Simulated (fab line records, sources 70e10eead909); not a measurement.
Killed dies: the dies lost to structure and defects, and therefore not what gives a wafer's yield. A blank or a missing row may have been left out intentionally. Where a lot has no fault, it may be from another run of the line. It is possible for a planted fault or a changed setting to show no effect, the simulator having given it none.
fab line records + flow nand-harc
record:
- lots: 12
- wafers: 36
- last-day: 34
route steps=1302 shown A_CHANNEL_HOLE_D1@475 A_CHANNEL_FILL_D1@496 END@1302
lots that met no fault: from a run of the same line without faults
start-h: hours from the record's first day to the start of the lot's first wafer shown + wait-h: hours elapsed since this lot's preceding step + " unchanged from the row above + L1.1+2: a row that stands for several wafers + - no value, or no start was given + * or withheld: withheld + < > ~ a bound
route shown NAME@n: names a module that has steps shown in the file, with the first one's number in the route + usual: average and standard deviation across the fault-free wafers + same: alike in all rows + chamber/n: place in a boat + sites: readings site by site + _std_site: their standard deviation + _edge_site: inner sites' mean taken away from outer sites' mean + radius-mm: how far each site lies from the wafer's centre + mask NAME#n: copy n + behind: tool/chamber where the wafer was last shaped + hold: why the lot went on hold/how many hours it stayed there/how the hold came to an end + device: which transistor (n, p or np) failed to switch + end of line: tests run on the same wafers once the route is complete + a step given without rows: its recipe and nothing more + killed: not the wafer's yield, but the dies lost to structure and defects at the first sort + map: a wafer's dies, marking killed ones x, the rest . and places with no die _
set.NAME: the setting that was run; set.NAME@STEP: the one run at that earlier step + model.NAME: the simulator's own value behind a step, which no gauge read
a sample of lots followed through the steps of the route, with each step as a table and each wafer as a row
services: the hour from which a tool's chamber was out of use, counted from the record's first day as start-h (under 0 if before that day), plus the number of hours and why
== steps ==
step: NHARC_A_CHANNEL_HOLE_D1_ETCH_23
recipe:
- bias-v: 5000
- source-w: withheld
- pressure-mtorr: 20
- time-s: 819
- ar-flow-sccm: 375
- c4f8-flow-sccm: 89.3
- o2-flow-sccm: 35.7
- temp-c: -20
- target-depth-a: 16000
- chemistry: C4F8/O2/Ar
usual:
- drypump-motor-current-A: 5.62/0.29
- showerhead-plenum-p-Torr: 3.51/0.095
- throttle-valve-pct: 32.156/0.0076
| lot.wafer | tool        | chamber | start-h | wait-h | drypump-motor-current-A | rf-hours-counter-h | showerhead-plenum-p-Torr | throttle-valve-pct |
|-----------|-------------|---------|---------|--------|-------------------------|--------------------|--------------------------|--------------------|
| L997.2    | har-etch-02 | 0       | 196.16  | 0.5    | 6.09                    | 292                | 3.56                     | 32.157             |
| L997.3    | "           | 1       | "       | "      | 5.60                    | -                  | 3.48                     | 32.148             |
| L997.5    | "           | 1       | "       | "      | 5.59                    | -                  | 3.48                     | 32.152             |
| L999.2    | har-etch-02 | 1       | 211.18  | 0.5    | 5.59                    | 315                | 3.48                     | 32.144             |
| L999.4    | "           | 1       | "       | "      | 5.58                    | -                  | 3.48                     | 32.152             |
| L999.6    | "           | 1       | "       | "      | 5.58                    | -                  | 3.48                     | 32.147             |
| L100.2    | har-etch-01 | 1       | 222.17  | 0.5    | 5.51                    | 112                | 3.50                     | 32.158             |
| L100.3    | "           | 1       | "       | "      | 5.50                    | -                  | 3.50                     | 32.157             |
| L100.6    | "           | 1       | "       | "      | 5.51                    | -                  | 3.50                     | 32.156             |
| L106.4    | har-etch-01 | 1       | 290.64  | 0.5    | 5.51                    | -                  | 3.48                     | 32.149             |
| L106.6    | "           | 0       | "       | "      | 5.28                    | -                  | 3.52                     | 32.152             |
| L106.5    | "           | 1       | "       | "      | 5.52                    | -                  | 3.48                     | 32.163             |
| L107.2    | har-etch-02 | 1       | 292.35  | 0.5    | 5.58                    | 357                | 3.46                     | 32.164             |
| L107.3    | "           | 0       | "       | "      | 6.09                    | -                  | 3.54                     | 32.165             |
| L107.5    | "           | 1       | "       | "      | 5.59                    | -                  | 3.46                     | 32.150             |
| L108.2    | har-etch-01 | 1       | 306.33  | 0.5    | 5.51                    | 158                | 3.47                     | 32.153             |
| L108.3    | "           | 1       | "       | "      | 5.50                    | -                  | 3.48                     | 32.161             |
| L108.6    | "           | 0       | "       | "      | 5.25                    | -                  | 3.52                     | 32.146             |
| L113.2    | har-etch-02 | 0       | 358.99  | 0.5    | 6.08                    | 383                | 3.51                     | 32.159             |
| L113.3    | "           | 0       | "       | "      | 6.08                    | -                  | 3.52                     | 32.159             |
| L113.6    | "           | 1       | "       | "      | 5.59                    | -                  | 3.44                     | 32.161             |
| L114.2    | har-etch-02 | 0       | 367.17  | 0.5    | 6.09                    | 391                | 3.51                     | 32.163             |
| L114.1    | "           | 1       | "       | "      | 5.58                    | 391                | 3.44                     | 32.157             |
| L114.6    | "           | 1       | "       | "      | 5.58                    | -                  | 3.44                     | 32.162             |
| L115.2    | har-etch-02 | 1       | 373.74  | 0.5    | 5.57                    | 395                | 3.44                     | 32.162             |
| L115.4    | "           | 1       | "       | "      | 5.57                    | -                  | 3.44                     | 32.143             |
| L115.3    | "           | 0       | "       | "      | 6.09                    | -                  | 3.51                     | 32.159             |
| L116.1    | har-etch-01 | 0       | 395.97  | 0.5    | 5.27                    | 219                | 3.48                     | 32.145             |
| L116.2    | "           | 1       | "       | "      | 5.52                    | 219                | 3.44                     | 32.164             |
| L116.5    | "           | 0       | "       | "      | 5.30                    | -                  | 3.48                     | 32.143             |
| L118.1    | har-etch-01 | 0       | 405.70  | 0.5    | 5.28                    | 227                | 3.48                     | 32.163             |
| L118.3    | "           | 0       | "       | "      | 5.29                    | -                  | 3.48                     | 32.160             |
| L118.4    | "           | 1       | "       | "      | 5.53                    | -                  | 3.44                     | 32.159             |
| L119.2    | har-etch-01 | 1       | 422.09  | 0.5    | 5.53                    | 235                | 3.44                     | 32.159             |
| L119.6    | "           | 0       | "       | "      | 5.26                    | -                  | 3.48                     | 32.155             |
| L119.5    | "           | 1       | "       | "      | 5.53                    | -                  | 3.44                     | 32.156             |
step: NHARC_A_CHANNEL_HOLE_D1_ETCH_24
recipe:
- bias-v: 5000
- source-w: withheld
- pressure-mtorr: 20
- time-s: 906.2
- ar-flow-sccm: 375
- c4f8-flow-sccm: 93.8
- o2-flow-sccm: 31.2
- temp-c: -20
- target-depth-a: 15000
- chemistry: C4F8/O2/Ar
usual:
- drypump-motor-current-A: 5.62/0.29
- showerhead-plenum-p-Torr: 3.51/0.094
- throttle-valve-pct: 32.235/0.009
| lot.wafer | tool        | chamber | start-h | wait-h | drypump-motor-current-A | rf-hours-counter-h | showerhead-plenum-p-Torr | throttle-valve-pct |
|-----------|-------------|---------|---------|--------|-------------------------|--------------------|--------------------------|--------------------|
| L997.2    | har-etch-02 | 0       | 196.86  | 0.6    | 6.08                    | 292                | 3.56                     | 32.223             |
| L997.3    | "           | 1       | "       | "      | 5.59                    | -                  | 3.48                     | 32.230             |
| L997.5    | "           | 1       | "       | "      | 5.59                    | -                  | 3.48                     | 32.237             |
| L999.2    | har-etch-02 | 1       | 211.89  | 0.6    | 5.59                    | 315                | 3.47                     | 32.239             |
| L999.4    | "           | 1       | "       | "      | 5.60                    | -                  | 3.47                     | 32.241             |
| L999.6    | "           | 1       | "       | "      | 5.58                    | -                  | 3.47                     | 32.231             |
| L100.2    | har-etch-01 | 1       | 222.88  | 0.6    | 5.51                    | 113                | 3.49                     | 32.231             |
| L100.3    | "           | 1       | "       | "      | 5.52                    | -                  | 3.49                     | 32.233             |
| L100.6    | "           | 1       | "       | "      | 5.50                    | -                  | 3.49                     | 32.237             |
| L106.4    | har-etch-01 | 1       | 291.38  | 0.6    | 5.53                    | -                  | 3.48                     | 32.233             |
| L106.6    | "           | 0       | "       | "      | 5.27                    | -                  | 3.52                     | 32.243             |
| L106.5    | "           | 1       | "       | "      | 5.52                    | -                  | 3.48                     | 32.221             |
| L107.2    | har-etch-02 | 1       | 293.05  | 0.6    | 5.58                    | 357                | 3.45                     | 32.239             |
| L107.3    | "           | 0       | "       | "      | 6.08                    | -                  | 3.53                     | 32.225             |
| L107.5    | "           | 1       | "       | "      | 5.58                    | -                  | 3.45                     | 32.238             |
| L108.2    | har-etch-01 | 1       | 307.04  | 0.6    | 5.52                    | 159                | 3.47                     | 32.244             |
| L108.3    | "           | 1       | "       | "      | 5.53                    | -                  | 3.47                     | 32.232             |
| L108.6    | "           | 0       | "       | "      | 5.30                    | -                  | 3.51                     | 32.234             |
| L113.2    | har-etch-02 | 0       | 359.70  | 0.6    | 6.09                    | 384                | 3.51                     | 32.235             |
| L113.3    | "           | 0       | "       | "      | 6.07                    | -                  | 3.51                     | 32.242             |
| L113.6    | "           | 1       | "       | "      | 5.59                    | -                  | 3.44                     | 32.235             |
| L114.2    | har-etch-02 | 0       | 367.86  | 0.6    | 6.08                    | 392                | 3.51                     | 32.223             |
| L114.1    | "           | 1       | "       | "      | 5.59                    | 392                | 3.43                     | 32.243             |
| L114.6    | "           | 1       | "       | "      | 5.56                    | -                  | 3.43                     | 32.238             |
| L115.2    | har-etch-02 | 1       | 374.43  | 0.6    | 5.57                    | 396                | 3.43                     | 32.235             |
| L115.4    | "           | 1       | "       | "      | 5.58                    | -                  | 3.43                     | 32.231             |
| L115.3    | "           | 0       | "       | "      | 6.09                    | -                  | 3.50                     | 32.228             |
| L116.1    | har-etch-01 | 0       | 396.67  | 0.6    | 5.28                    | 220                | 3.48                     | 32.244             |
| L116.2    | "           | 1       | "       | "      | 5.51                    | 220                | 3.44                     | 32.238             |
| L116.5    | "           | 0       | "       | "      | 5.30                    | -                  | 3.48                     | 32.224             |
| L118.1    | har-etch-01 | 0       | 406.40  | 0.6    | 5.29                    | 228                | 3.48                     | 32.243             |
| L118.3    | "           | 0       | "       | "      | 5.26                    | -                  | 3.48                     | 32.227             |
| L118.4    | "           | 1       | "       | "      | 5.50                    | -                  | 3.44                     | 32.247             |
| L119.2    | har-etch-01 | 1       | 422.80  | 0.6    | 5.54                    | 235                | 3.43                     | 32.240             |
| L119.6    | "           | 0       | "       | "      | 5.28                    | -                  | 3.47                     | 32.215             |
| L119.5    | "           | 1       | "       | "      | 5.55                    | -                  | 3.43                     | 32.238             |
step: NHARC_A_CHANNEL_FILL_D1_ALD_16
recipe:
- target-thk-a: 15
- pulse-time-s: 10
- ald-cycles: 15
- temp-c: 300
- material: SiO2
usual:
- ald-cycles: 15/0
- heater-power-w: 453/53
- precursor-pulse-height-rel: 1.001/0.02
| lot.wafer | tool      | chamber | start-h | wait-h | ald-cycles | heater-power-w | precursor-pulse-height-rel |
|-----------|-----------|---------|---------|--------|------------|----------------|----------------------------|
| L997.2    | ald-hk-01 | 2       | 212.66  | 0.0    | 15         | 430            | 1.003                      |
| L997.3    | "         | 1       | "       | "      | 15         | 416            | 0.984                      |
| L997.5    | "         | 3       | "       | "      | 15         | 374            | 0.993                      |
| L999.2    | ald-hk-02 | 2       | 227.91  | 0.1    | 15         | 414            | 1.018                      |
| L999.4    | "         | 3       | "       | "      | 15         | 509            | 1.010                      |
| L999.6    | "         | 1       | "       | "      | 15         | 536            | 1.019                      |
| L100.3    | ald-hk-04 | 2       | 238.86  | 0.1    | 15         | 406            | 0.977                      |
| L100.2    | "         | 3       | "       | "      | 15         | 494            | 1.019                      |
| L100.6    | "         | 1       | "       | "      | 15         | 538            | 1.011                      |
| L106.4    | ald-hk-02 | 0       | 306.97  | 0.0    | 15         | 416            | 1.022                      |
| L106.6    | "         | 0       | "       | "      | 15         | 406            | 1.001                      |
| L106.5    | "         | 1       | "       | "      | 15         | 535            | 0.987                      |
| L107.3    | ald-hk-04 | 2       | 307.03  | 0.1    | 15         | 416            | 1.009                      |
| L107.2    | "         | 3       | "       | "      | 22         | 473            | 1.002                      |
| L107.5    | "         | 0       | "       | "      | 22         | 510            | 1.004                      |
| L108.2    | ald-hk-04 | 1       | 322.17  | 0.0    | 22         | 520            | 0.972                      |
| L108.3    | "         | 0       | "       | "      | 15         | 493            | 0.988                      |
| L108.6    | "         | 2       | "       | "      | 22         | 411            | 1.009                      |
| L113.2    | ald-hk-04 | 3       | 375.81  | 0.1    | 15         | 476            | 1.024                      |
| L113.3    | "         | 0       | "       | "      | 15         | 507            | 1.003                      |
| L113.6    | "         | 1       | "       | "      | 15         | 528            | 0.993                      |
| L114.2    | ald-hk-02 | 2       | 383.95  | 0.1    | 15         | 389            | 1.035                      |
| L114.1    | "         | 3       | "       | "      | 15         | 462            | 1.039                      |
| L114.6    | "         | 1       | "       | "      | 15         | 530            | 1.014                      |
| L115.2    | ald-hk-02 | 3       | 390.36  | 0.0    | 15         | 466            | 1.021                      |
| L115.4    | "         | 0       | "       | "      | 15         | 403            | 1.022                      |
| L115.3    | "         | 2       | "       | "      | 15         | 384            | 1.015                      |
| L116.1    | ald-hk-01 | 0       | 412.72  | 0.1    | 15         | 422            | 1.020                      |
| L116.2    | "         | 1       | "       | "      | 15         | 398            | 0.980                      |
| L116.5    | "         | 3       | "       | "      | 15         | 434            | 0.988                      |
| L118.1    | ald-hk-04 | 1       | 422.41  | 0.0    | 15         | 538            | 1.016                      |
| L118.4    | "         | 3       | "       | "      | 15         | 473            | 0.971                      |
| L118.3    | "         | 0       | "       | "      | 15         | 500            | 1.013                      |
| L119.2    | ald-hk-02 | 3       | 438.96  | 0.0    | 15         | 455            | 1.007                      |
| L119.6    | "         | 3       | "       | "      | 15         | 448            | 1.022                      |
| L119.5    | "         | 0       | "       | "      | 15         | 410            | 1.004                      |
step: NHARC_A_CHANNEL_FILL_D1_ETCHBACK_08
recipe:
- target-depth-a: 2200
- time-s: 110
- c4f8-flow-sccm: 20
- ar-flow-sccm: withheld
- rf-w: 600
- bias-w: 300
- chemistry: C4F8
usual:
- oes-product-au: 0.95/0.038
- rf-fwd-power-W: 597.2/2.1
- rf-vpp-V: 442.7/1.6
| lot.wafer | tool        | chamber | start-h | wait-h | oes-product-au | rf-fwd-power-W | rf-hours-counter-h | rf-vpp-V |
|-----------|-------------|---------|---------|--------|----------------|----------------|--------------------|----------|
| L997.3    | rie-diel-06 | 2       | -       | -      | 0.93           | 595.3          | 5.3                | 442.9    |
| L997.2    | "           | 3       | "       | "      | 0.93           | 597.4          | 4.7                | 440.9    |
| L997.5    | "           | 2       | "       | "      | 0.93           | 597.3          | -                  | 443.1    |
| L999.4    | rie-diel-07 | 1       | -       | -      | 0.92           | 597.7          | 7.2                | 443.2    |
| L999.2    | "           | 3       | "       | "      | 0.92           | 594.4          | 7.7                | 444.0    |
| L999.6    | "           | 1       | "       | "      | 0.93           | 595.0          | -                  | 443.3    |
| L100.3    | rie-diel-06 | 3       | -       | -      | 0.90           | 593.0          | 6.0                | 440.7    |
| L100.2    | "           | 1       | "       | "      | 0.91           | 593.6          | 6.6                | 442.9    |
| L100.6    | "           | 3       | "       | "      | 0.90           | 594.7          | -                  | 442.5    |
| L106.4    | rie-diel-07 | 0       | -       | -      | 1.00           | 595.1          | 3.7                | 441.7    |
| L106.5    | "           | 2       | "       | "      | 1.01           | 596.1          | -                  | 443.6    |
| L106.6    | "           | 3       | "       | "      | 1.00           | 595.3          | -                  | 443.3    |
| L107.2    | rie-diel-06 | 0       | -       | -      | 1.00           | 598.0          | 1.2                | 441.5    |
| L107.3    | "           | 1       | "       | "      | 0.99           | 599.0          | 1.1                | 443.7    |
| L107.5    | "           | 2       | "       | "      | 1.00           | 602.8          | -                  | 442.4    |
| L108.2    | rie-diel-03 | 2       | -       | -      | 1.01           | 595.2          | 3.7                | 444.8    |
| L108.3    | "           | 3       | "       | "      | 0.99           | 596.6          | 3.7                | 440.4    |
| L108.6    | "           | 2       | "       | "      | 1.01           | 595.5          | -                  | 445.1    |
| L113.2    | rie-diel-07 | 2       | -       | -      | 0.96           | 596.2          | 7.1                | 445.8    |
| L113.3    | "           | 3       | "       | "      | 0.94           | 593.3          | 7.2                | 443.4    |
| L113.6    | "           | 2       | "       | "      | 0.97           | 596.0          | -                  | 445.9    |
| L114.1    | rie-diel-07 | 1       | -       | -      | 0.95           | 597.6          | 7.3                | 442.9    |
| L114.2    | "           | 3       | "       | "      | 0.94           | 597.4          | 7.8                | 442.9    |
| L114.6    | "           | 1       | "       | "      | 0.95           | 597.5          | -                  | 442.4    |
| L115.2    | rie-diel-03 | 2       | -       | -      | 0.93           | 596.2          | 6.6                | 446.9    |
| L115.4    | "           | 0       | "       | "      | 0.92           | 597.1          | 6.5                | 439.8    |
| L115.3    | "           | 1       | "       | "      | 0.93           | 600.5          | 5.7                | 443.7    |
| L116.1    | rie-diel-07 | 1       | -       | -      | 1.02           | 597.1          | 8.8                | 443.9    |
| L116.2    | "           | 3       | "       | "      | 1.02           | 597.3          | 9.8                | 443.6    |
| L116.5    | "           | 0       | "       | "      | 1.00           | 594.9          | -                  | 442.6    |
| L118.3    | rie-diel-07 | 1       | -       | -      | 0.93           | 598.4          | 9.3                | 442.2    |
| L118.4    | "           | 2       | "       | "      | 0.92           | 600.0          | 9.9                | 444.7    |
| L118.1    | "           | 0       | "       | "      | 0.93           | 596.3          | 9.6                | 442.1    |
| L119.2    | rie-diel-06 | 0       | -       | -      | 0.92           | 600.3          | 6.8                | 441.7    |
| L119.5    | "           | 3       | "       | "      | 0.91           | 600.0          | -                  | 441.9    |
| L119.6    | "           | 0       | "       | "      | 0.93           | 600.6          | -                  | 442.7    |
step: NHARC_END_SORT_01
recipe:
- temp-c: 25
usual:
- killed-at-array: 52/17
- killed-at-other: 0.9/1.2
- killed-at-periphery: 3.9/2.7
- killed-dies: 57/16
- killed-open: 3.3/1.9
- killed-short: 2.5/1.5
same:
- gross-dies: 677
| lot.wafer | tool      | chamber | start-h | wait-h | killed-at-array | killed-at-other | killed-at-periphery | killed-dies | killed-open | killed-short |
|-----------|-----------|---------|---------|--------|-----------------|-----------------|---------------------|-------------|-------------|--------------|
| L108.2    | prober-02 | 0       | 678.29  | 2.8    | 25              | 2               | 12                  | 39          | 3           | 2            |
| L108.3    | prober-02 | 0       | 679.09  | 3.1    | 30              | 1               | 8                   | 39          | 2           | 2            |
| L108.6    | prober-02 | 0       | 681.48  | 4.0    | 37              | 3               | 7                   | 47          | 6           | 1            |
| L113.2    | prober-02 | 0       | 742.15  | 2.8    | 52              | 0               | 3                   | 55          | 3           | 0            |
| L113.3    | prober-02 | 0       | 742.96  | 3.1    | 75              | 1               | 3                   | 79          | 2           | 1            |
| L113.6    | prober-02 | 0       | 745.41  | 4.1    | 61              | 1               | 1                   | 63          | 6           | 1            |
killed by level:class
L108.2 A_SLIT:chamber-film-flake=11 P_GATE:chamber-film-flake=5 A_CHANNEL_HOLE_D1:chamber-film-flake=4 P_CONTACT:chamber-film-flake=3 A_CHANNEL_FILL_D1:geometric-particle:short=2 P_STI:chamber-film-flake=2 A_STAIRCASE:chamber-film-flake=2 THIN_TSV:chamber-film-flake=2
L108.3 A_SLIT:chamber-film-flake=16 P_CONTACT:chamber-film-flake=6 A_DECK1_JOINT:chamber-film-flake=3 A_M1:chamber-film-flake=3 A_ZERO_WELL:chamber-film-flake=2 P_M0:geometric-particle:short=1 A_CHANNEL_FILL_D1:geometric-particle:open=1 A_DECK1_JOINT:geometric-particle:short=1
L108.6 A_CHANNEL_HOLE_D1:chamber-film-flake=10 A_SLIT:chamber-film-flake=8 P_CONTACT:chamber-film-flake=6 A_CONTACT:chamber-film-flake=6 THIN_TSV:chamber-film-flake=3 A_STAIRCASE:chamber-film-flake=3 A_CHANNEL_HOLE_D1:geometric-particle:open=2 A_SOURCE_PLATE:geometric-particle:open=1
L113.2 A_CHANNEL_HOLE_D1:chamber-film-flake=30 A_CHANNEL_HOLE_D2:chamber-film-flake=9 A_SLIT:chamber-film-flake=5 A_CONTACT:chamber-film-flake=4 A_STAIRCASE:chamber-film-flake=2 P_M2:chamber-film-flake=2 P_M2:geometric-particle:open=1 A_CHANNEL_HOLE_D1:geometric-particle:open=1
L113.3 A_CHANNEL_HOLE_D1:chamber-film-flake=32 A_CHANNEL_HOLE_D2:chamber-film-flake=26 A_SLIT:chamber-film-flake=5 A_CONTACT:chamber-film-flake=4 A_CHANNEL_FILL_D1:chamber-film-flake=3 A_STAIRCASE:chamber-film-flake=3 P_GATE:geometric-particle:short=1 A_SGD_CUT:geometric-particle:open=1
L113.6 A_CHANNEL_HOLE_D1:chamber-film-flake=31 A_CHANNEL_HOLE_D2:chamber-film-flake=8 A_STAIRCASE:chamber-film-flake=5 A_CONTACT:chamber-film-flake=5 A_SLIT:chamber-film-flake=4 A_SGD_CUT:geometric-particle:open=2 A_CHANNEL_FILL_D1:geometric-particle:open=1 A_CHANNEL_HOLE_D2:geometric-particle:open=1
== services ==
| tool        | chamber | start-h | hours | kind                          |
|-------------|---------|---------|-------|-------------------------------|
| har-etch-02 | 0       | 173.26  | -     | consumable-replace:focus-ring |
| har-etch-02 | 0       | 173.26  | 17.0  | scheduled-down                |
| har-etch-02 | 0       | 173.26  | 17.0  | vent-cycle                    |
| ald-hk-04   | -       | 208.26  | 0.5   | repair                        |
| rie-diel-06 | -       | 210.26  | 0.9   | repair                        |
| rie-diel-03 | 0       | 236.58  | 10.8  | repair                        |
| rie-diel-07 | 1       | 237.54  | 1.3   | repair                        |
| rie-diel-06 | 1       | 253.53  | 1.3   | repair                        |
| ald-hk-04   | -       | 259.59  | 10.0  | pm                            |
| rie-diel-03 | 1       | 269.49  | 1.3   | repair                        |
| rie-diel-03 | 0       | 281.09  | 10.8  | repair                        |
| rie-diel-03 | -       | 281.30  | 9.0   | pm                            |
| rie-diel-07 | -       | 294.22  | 9.0   | pm                            |
| rie-diel-06 | -       | 307.20  | 9.0   | pm                            |
| har-etch-02 | 1       | 312.38  | -     | consumable-replace:focus-ring |
| rie-diel-07 | 1       | 316.58  | 3.8   | repair                        |
| ald-hk-01   | -       | 331.98  | 1.9   | repair                        |
| rie-diel-07 | 3       | 346.40  | 2.0   | repair                        |
| rie-diel-07 | 2       | 355.91  | 5.4   | repair                        |
| har-etch-02 | -       | 377.19  | 17.0  | pm                            |
| rie-diel-03 | 1       | 396.94  | 3.4   | repair                        |
| rie-diel-06 | -       | 426.40  | 0.3   | repair                        |
| rie-diel-03 | -       | 458.30  | 9.0   | pm                            |
| rie-diel-07 | 0       | 468.14  | 5.9   | repair                        |
== key ==
first-sign:
- step: NHARC_A_CHANNEL_FILL_D1_ALD_16
- reading: ald-cycles
- direction: up
- sigmas: 99+
- usual: 15
- struck: 22
effect none on later readings
met-at NHARC_A_CHANNEL_FILL_D1_ALD_16
struck-lots L107,L108
struck-wafers L107.2,L107.5,L108.2,L108.6
tester-left-out L107,L108
not-acting-at NHARC_A_CHANNEL_HOLE_D1_ETCH_23,NHARC_A_CHANNEL_HOLE_D1_ETCH_24,NHARC_A_CHANNEL_FILL_D1_ETCHBACK_08
onset-between 238.86 307.03
fault:
- kind: process-parameter-drift
- tool: ald-hk-04
- chamber: -
- onset-h: 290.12
- steps: NHARC_A_CHANNEL_FILL_D1_ALD_16
- channel: ald-cycles
- offset: 7
- shape: step
- end-h: 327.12
- scope: struck-wafers-only
- acts-in: these-recipes-only
- stated: 15
tester-left-out: of these lots the tester's yield and bins aren't shown, on N5 and GAA mostly nor the transistor test; their killed dies are dies lost to structure and defects alone, not to doping, threshold or leakage, so they don't give the yield
